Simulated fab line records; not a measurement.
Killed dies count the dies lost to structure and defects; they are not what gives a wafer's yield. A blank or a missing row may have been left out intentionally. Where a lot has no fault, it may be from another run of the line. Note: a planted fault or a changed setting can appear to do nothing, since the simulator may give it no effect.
Lot-split experiment    flow n5Finfet    39 wafers read across 7 lots, on a route 1938 steps long

## THE SPLIT ITSELF
At N5_DUMMY_GATE_ETCH_32 (etches SiO2 in CF4, target depth 3.5 nm, time 3.9 s), the setting timeS was moved away from the recipe's 3.9 s on 6 of the 39 wafers read, by +23.4% to +23.6%. All remaining wafers had this setting at the recipe value.

Reading taken at the split's own step.

## THE READING
etch.depthNm (the simulator's own value, which no gauge read), in nm, at N5_DUMMY_GATE_ETCH_32 (etches SiO2 in CF4, target depth 3.5 nm, time 3.9 s). The file does not state a usual value for it. Across the 33 wafers here that went through the recipe, the average is 3.515 nm and the standard deviation 0.047 nm.

wafer   tool, chamber at the split  timeS as run, s  against the recipe  etch.depthNm, nm  against lot-mates on the recipe
L078.1  rieSi-01, 2                 3.9              recipe              3.583             -
L078.2  rieSi-01, 3                 3.9              recipe              3.456             -
L078.3  rieSi-01, 1                 3.9              recipe              3.515             -
L078.4  rieSi-01, 3                 3.9              recipe              3.467             -
L078.5  rieSi-01, 2                 3.9              recipe              3.584             -
L078.6  rieSi-01, 1                 3.9              recipe              3.488             -
L079.1  rieSi-01, 3                 4.812            +23.4%              4.241             +0.722
L079.2  rieSi-01, 2                 4.812            +23.4%              4.417             +0.898
L079.3  rieSi-01, 1                 3.9              recipe              3.504             -
L079.4  rieSi-01, 2                 3.9              recipe              3.574             -
L079.5  rieSi-01, 3                 3.9              recipe              3.48              -
L079.6  rieSi-01, 1                 4.812            +23.4%              4.279             +0.760
L085.1  rieSi-03, 2                 3.9              recipe              3.545             -
L085.2  rieSi-03, 0                 3.9              recipe              3.513             -
L085.3  rieSi-03, 1                 3.9              recipe              3.503             -
L085.4  rieSi-03, 3                 3.9              recipe              3.599             -
L085.5  rieSi-03, 3                 3.9              recipe              3.608             -
L085.6  rieSi-03, 2                 3.9              recipe              3.508             -
L086.1  rieSi-01, 3                 3.9              recipe              3.489             -
L086.2  rieSi-01, 1                 3.9              recipe              3.528             -
L086.3  rieSi-01, 2                 4.82             +23.6%              4.466             +0.951
L086.4  rieSi-01, 0                 3.9              recipe              3.529             -
L086.5  rieSi-01, 2                 4.82             +23.6%              4.419             +0.904
L086.6  rieSi-01, 3                 4.82             +23.6%              4.298             +0.783
L090.1  rieSi-04, 1                 3.9              recipe              3.471             -
L090.2  rieSi-04, 0                 3.9              recipe              3.489             -
L090.3  rieSi-04, 2                 3.9              recipe              3.597             -
L090.4  rieSi-04, 3                 3.9              recipe              3.509             -
L090.5  rieSi-04, 1                 3.9              recipe              3.479             -
L090.6  rieSi-04, 2                 3.9              recipe              3.556             -
L093.1  rieSi-03, 2                 3.9              recipe              3.482             -
L093.2  rieSi-03, 1                 3.9              recipe              3.466             -
L093.6  rieSi-03, 2                 3.9              recipe              3.494             -
L097.1  rieSi-01, 1                 3.9              recipe              3.477             -
L097.2  rieSi-01, 3                 3.9              recipe              3.439             -
L097.3  rieSi-01, 0                 3.9              recipe              3.479             -
L097.4  rieSi-01, 2                 3.9              recipe              3.569             -
L097.5  rieSi-01, 3                 3.9              recipe              3.446             -
L097.6  rieSi-01, 2                 3.9              recipe              3.56              -

FIT RESULTS
A straight line over all 39 wafers: etch.depthNm changes by +0.0357 nm for each +1% of timeS; r = +0.98; the points scatter about the line by 0.055 nm.
The same after taking each lot's own level away (the mean of its wafers on the recipe; 39 wafers): +0.0356 nm for each +1%; r = +0.99; scatter 0.053 nm.
The reading moves by 0.84 nm for the largest change in timeS, on that fit.
The lots' own levels span 3.4807 to 3.5460 nm, that is 1.4 times the standard deviation above.
Hence the lot-to-lot level has little effect on the slope; both slopes agree.
Check: with one of the wafers moved furthest among these (+23.6%) left out of the fit, the line predicts +0.817 nm for it against its lot-mates. Against them it came out at +0.951 nm.

## THE OTHER SPLITS THESE WAFERS WENT THROUGH
Note: prior to the reading, these wafers also went through further splits. Each is held against what the fit with the lots' levels taken away leaves over:
other split on the same wafers      wafers away from the commonest value  r with etch.depthNm (lot level and that fit taken away)
N5_FIN_SAQP_HM_DEP_72 timeS         18                                    -0.18
N5_DUMMY_GATE_ETCH_31 targetDepthA  15                                    -0.06

## FILE'S OWN FIT
etch.depthNm changes by +0.0356 nm for each +1% of timeS, r = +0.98.
